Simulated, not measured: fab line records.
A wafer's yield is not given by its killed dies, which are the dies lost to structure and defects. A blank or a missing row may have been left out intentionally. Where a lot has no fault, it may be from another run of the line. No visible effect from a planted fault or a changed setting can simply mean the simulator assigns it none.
fab line records | flow n5Finfet | part 2 of 2: steps 5 to 6 of 6
[record] lots = 23 wafers = 69 lastDay = 18
route steps=1938 shown BEOL_M10@1502
lots that met no fault: taken from a fault-free run of the same line
startH: start of the lot's first displayed wafer, in hours after the record's first day | waitH: time in hours since the lot's previous step | " same as the row above | L1.1+2: one row covering several wafers at once | - no value, or no start given | * or withheld: withheld | < > ~ a bound
route shown NAME@n: names a module that has steps shown in the file, with the first one's number in the route | usual: mean/standard deviation of fault-free wafers | same: alike in all rows | chamber/n: place in a boat | sites: each site's reading | _std_site: standard deviation of those values | _edge_site: outer sites' mean less inner sites' | radiusMm: for every site, how far away it sits from the centre of the wafer | mask NAME#n: copy n | behind: the last tool/chamber to shape the wafer | hold: what put the lot on hold/how long, in hours/how the hold closed | device: whichever transistor did not switch (one of n, p or np) | end of line: at the end of the route, the tests of the same wafers | a step without rows: its recipe alone | killed: dies lost to structure and defects at the first sort, not the wafer's yield | map: dies across one wafer; x = killed, . = not, _ = none there
set.NAME: the setting as run; set.NAME@STEP: as run at that earlier step | model.NAME: the simulator's own value behind a step, which no gauge read
steps of the route over a sample of lots; a table a step, a row a wafer
services: from which hour (startH, from the record's first day; less than 0 if before it) a tool's chamber was out of use, for how many hours, and why
[[steps]]
[step N5_BEOL_M10_STRIP_77]
[recipe] chemistry = N2/H2 timeS = 10 powerW = 450 tempC = 40 pressureMtorr = 20 rfFrequencyHz = 6e+07 biasPowerW = 7 n2FlowSccm = 200 h2FlowSccm = 200
[usual] drypumpMotorCurrentA = 5.8/0.31 oesProductAu = 0.81/0.079 rfVppV = 59.1/0.9 showerheadPlenumPTorr = 2.54/0.091 throttleValvePct = 23.6/0.4
[same] timeS = 10
// columns lot.wafer tool chamber startH waitH drypumpMotorCurrentA oesProductAu rfHoursCounterH rfVppV showerheadPlenumPTorr throttleValvePct
L075.3 rieDiel-05 0 - - 5.6 0.69 234 57.9 2.50 23.5
L075.4 " 2 " " 6.2 0.89 36 58.9 2.55 22.9
L075.6 " 0 " " 5.6 0.70 - 58.4 2.50 23.5
L076.2 rieDiel-03 0 - - 5.7 0.95 16 58.1 2.61 23.6
L076.4 " 2 " " 6.2 0.81 77 58.9 2.68 24.0
L076.5 " 3 " " 5.3 0.81 - 59.4 2.59 23.8
L074.1 rieDiel-03 1 - - 5.9 0.91 37 59.2 2.48 24.0
L074.2 " 0 " " 5.7 0.95 17 61.1 2.61 23.6
L074.3 " 2 " " 6.1 0.79 79 59.5 2.67 24.0
L077.3 rieDiel-04 3 - - 6.1 0.87 47 59.9 2.45 23.3
L077.4 " 1 " " 6.0 0.69 200 59.7 2.39 23.0
L077.6 " 3 " " 6.2 0.87 - 60.1 2.45 23.3
L078.2 rieDiel-03 1 - - 6.0 0.91 44 58.2 2.47 24.0
L078.4 " 2 " " 6.1 0.80 86 59.0 2.67 24.0
L078.6 " 3 " " 5.3 0.80 - 58.9 2.59 23.8
L079.3 rieDiel-03 3 - - 5.3 0.81 86 58.9 2.59 23.8
L079.4 " 0 " " 5.7 0.93 - 60.3 2.61 23.7
L079.5 " 3 " " 5.3 0.80 - 59.4 2.59 23.8
L082.1 rieDiel-03 3 - - 5.3 0.79 103 58.1 2.58 23.8
L082.5 " 0 " " 5.7 0.88 - 59.5 2.60 23.7
L082.6 " 3 " " 5.3 0.78 - 58.6 2.58 23.8
L080.2 rieDiel-04 0 - - 5.4 0.67 237 57.7 2.37 23.5
L080.3 " 2 " " 5.9 0.84 62 60.4 2.48 23.7
L080.4 " 3 " " 6.1 0.83 75 58.5 2.44 23.3
L085.4 rieDiel-03 3 - - 5.3 0.78 105 59.1 2.58 23.8
L085.5 " 2 " " 6.2 0.77 - 58.5 2.66 24.1
L085.6 " 1 " " 6.0 0.86 - 59.5 2.47 24.0
L083.2 rieDiel-05 1 - - 5.3 0.76 136 60.5 2.66 23.4
L083.3 " 0 " " 5.6 0.94 11 59.1 2.49 23.2
L083.4 " 2 " " 6.2 0.84 64 60.8 2.53 22.9
L086.1 rieDiel-05 1 - - 5.3 0.76 138 58.8 2.66 23.4
L086.3 " 0 " " 5.6 0.93 13 57.7 2.49 23.2
L086.4 " 3 " " 5.8 0.75 215 59.9 2.53 24.3
L084.1 rieDiel-03 3 - - 5.3 0.78 106 59.8 2.58 23.8
L084.2 " 0 " " 5.7 0.89 44 60.1 2.60 23.7
L084.4 " 2 " " 6.2 0.76 112 58.7 2.66 24.1
L088.3 rieDiel-03 1 - - 5.9 0.87 67 58.0 2.46 24.0
L088.5 " 3 " " 5.3 0.77 - 58.9 2.58 23.8
L088.6 " 0 " " 5.7 0.88 - 58.8 2.60 23.7
L087.3 rieDiel-05 1 - - 5.3 0.75 141 59.2 2.66 23.4
L087.5 " 3 " " 5.8 0.75 - 60.8 2.52 24.3
L087.6 " 0 " " 5.6 0.92 - 60.5 2.49 23.2
L089.3 rieDiel-04 3 - - 6.2 0.83 81 58.2 2.44 23.3
L089.5 " 1 " " 6.0 0.66 - 56.9 2.38 23.1
L089.6 " 2 " " 5.8 0.83 - 59.0 2.48 23.7
L091.1 rieDiel-04 3 - - 6.2 0.83 82 59.5 2.44 23.3
L091.3 " 1 " " 6.0 0.66 233 59.1 2.38 23.1
L091.5 " 3 " " 6.1 0.83 - 59.4 2.44 23.4
L092.2 rieDiel-05 3 - - 5.8 0.75 221 58.6 2.52 24.3
L092.4 " 0 " " 5.6 0.92 19 60.3 2.49 23.2
L092.5 " 3 " " 5.8 0.75 - 58.4 2.52 24.3
L093.2 rieDiel-04 3 - - 6.1 0.82 86 58.0 2.44 23.3
L093.3 " 0 " " 5.4 0.67 248 60.2 2.37 23.5
L093.4 " 2 " " 5.8 0.82 75 60.0 2.48 23.7
L094.2 rieDiel-05 1 - - 5.3 0.74 152 59.8 2.66 23.4
L094.4 " 1 " " 5.3 0.74 - 58.9 2.66 23.4
L094.5 " 3 " " 5.8 0.73 - 58.0 2.52 24.3
L095.2 rieDiel-05 2 - - 6.1 0.82 81 60.1 2.53 22.9
L095.5 " 2 " " 6.1 0.83 - 57.5 2.53 22.9
L095.6 " 3 " " 5.9 0.73 - 58.4 2.52 24.3
L096.2 rieDiel-03 2 - - 6.2 0.74 130 60.1 2.65 24.1
L096.3 " 1 " " 6.0 0.84 84 58.9 2.46 24.0
L096.5 " 1 " " 6.0 0.84 - 58.6 2.46 24.0
L081.1 rieDiel-04 2 - - 5.8 0.81 92 59.6 2.47 23.8
L081.4 " 2 " " 5.9 0.80 - 57.1 2.47 23.8
L081.5 " 0 " " 5.4 1.00 - 59.0 2.68 23.1
L097.2 rieDiel-04 2 - - 5.8 0.80 94 59.0 2.47 23.7
L097.3 " 0 " " 5.3 1.00 5 60.3 2.68 23.1
L097.5 " 2 " " 5.8 0.80 - 58.1 2.47 23.8
[step N5_BEOL_M10_ANNEAL_51]
[recipe] tempC = 225 timeS = 90 ambient = N2
[usual] wafer_temp_C_max = 226.1/0.48
[same] timeS = 90
// columns lot.wafer tool chamber startH waitH wafer_temp_C_max
L075.3 rtpAnneal-01 0 199.65 0.6 226.1
L075.4 " 0 " " 226.0
L075.6 " 0 " " 226.3
L076.2 rtpAnneal-02 0 202.30 0.2 225.6
L076.4 " 0 " " 225.4
L076.5 " 0 " " 225.5
L074.1 rtpAnneal-02 0 205.28 0.1 225.3
L074.2 " 0 " " 225.6
L074.3 " 0 " " 225.3
L077.3 rtpAnneal-01 0 217.09 0.1 226.4
L077.4 " 0 " " 226.8
L077.6 " 0 " " 226.2
L078.2 rtpAnneal-02 0 223.90 0.2 225.7
L078.4 " 0 " " 225.3
L078.6 " 0 " " 225.5
L079.3 rtpAnneal-02 0 231.93 0.1 225.3
L079.4 " 0 " " 225.7
L079.5 " 0 " " 225.7
L082.1 rtpAnneal-01 0 301.58 0.1 226.3
L082.5 " 0 " " 226.2
L082.6 " 0 " " 226.2
L080.2 rtpAnneal-01 0 305.43 0.2 226.2
L080.3 " 0 " " 226.0
L080.4 " 0 " " 226.7
L085.4 rtpAnneal-01 0 306.07 0.4 226.5
L085.5 " 0 " " 226.1
L085.6 " 0 " " 226.3
L083.2 rtpAnneal-01 0 306.52 0.1 226.6
L083.3 " 0 " " 226.2
L083.4 " 0 " " 226.1
L084.1 rtpAnneal-01 0 311.93 0.1 226.6
L084.2 " 0 " " 226.3
L084.4 " 0 " " 226.5
L086.1 rtpAnneal-01 0 312.38 0.2 226.3
L086.3 " 0 " " 226.3
L086.4 " 0 " " 226.6
L088.3 rtpAnneal-01 0 315.96 0.5 226.3
L088.5 " 0 " " 226.2
L088.6 " 0 " " 226.5
L087.3 rtpAnneal-02 0 319.72 0.3 225.4
L087.5 " 0 " " 225.5
L087.6 " 0 " " 225.9
L089.3 rtpAnneal-01 0 321.95 0.1 226.7
L089.5 " 0 " " 226.0
L089.6 " 0 " " 226.5
L091.1 rtpAnneal-02 0 328.20 0.2 225.7
L091.3 " 0 " " 225.6
L091.5 " 0 " " 225.7
L092.2 rtpAnneal-02 0 330.56 0.3 225.8
L092.4 " 0 " " 225.6
L092.5 " 0 " " 225.5
L093.2 rtpAnneal-01 0 339.94 0.2 226.4
L093.3 " 0 " " 226.3
L093.4 " 0 " " 226.3
L094.2 rtpAnneal-01 0 349.11 0.3 226.9
L094.4 " 0 " " 226.6
L094.5 " 0 " " 226.9
L095.2 rtpAnneal-01 0 350.91 0.7 226.2
L095.5 " 0 " " 226.4
L095.6 " 0 " " 226.5
L096.2 rtpAnneal-02 0 364.39 0.1 225.8
L096.3 " 0 " " 225.4
L096.5 " 0 " " 225.4
L081.1 rtpAnneal-01 0 377.22 0.1 226.5
L081.4 " 0 " " 226.9
L081.5 " 0 " " 226.1
L097.2 rtpAnneal-01 0 381.27 0.1 226.2
L097.3 " 0 " " 226.7
L097.5 " 0 " " 226.4
[[services]]
// columns tool chamber startH hours kind
rieDiel-03 3 191.96 1.7 repair
rieDiel-03 0 210.20 8.6 repair
rieDiel-03 1 224.57 8.3 repair
rieDiel-05 0 244.10 - clean
rieDiel-05 0 244.10 - consumableReplace:focusRing
rieDiel-04 1 254.81 4.4 repair
rieDiel-04 0 342.77 - clean
rieDiel-04 0 342.77 - consumableReplace:focusRing
rieDiel-04 0 342.77 - consumableReplace:showerhead
rieDiel-04 0 342.77 20.9 scheduledDown
rieDiel-04 0 342.77 20.9 ventCycle
rieDiel-05 0 343.08 3.3 repair
rieDiel-03 3 343.44 1.5 repair
rieDiel-05 1 359.66 33.4 repair
rieDiel-04 1 363.79 - clean
rieDiel-04 1 363.79 - consumableReplace:focusRing
rieDiel-04 1 363.79 - consumableReplace:showerhead
rieDiel-04 1 363.79 14.1 scheduledDown
rieDiel-04 1 363.79 14.1 ventCycle
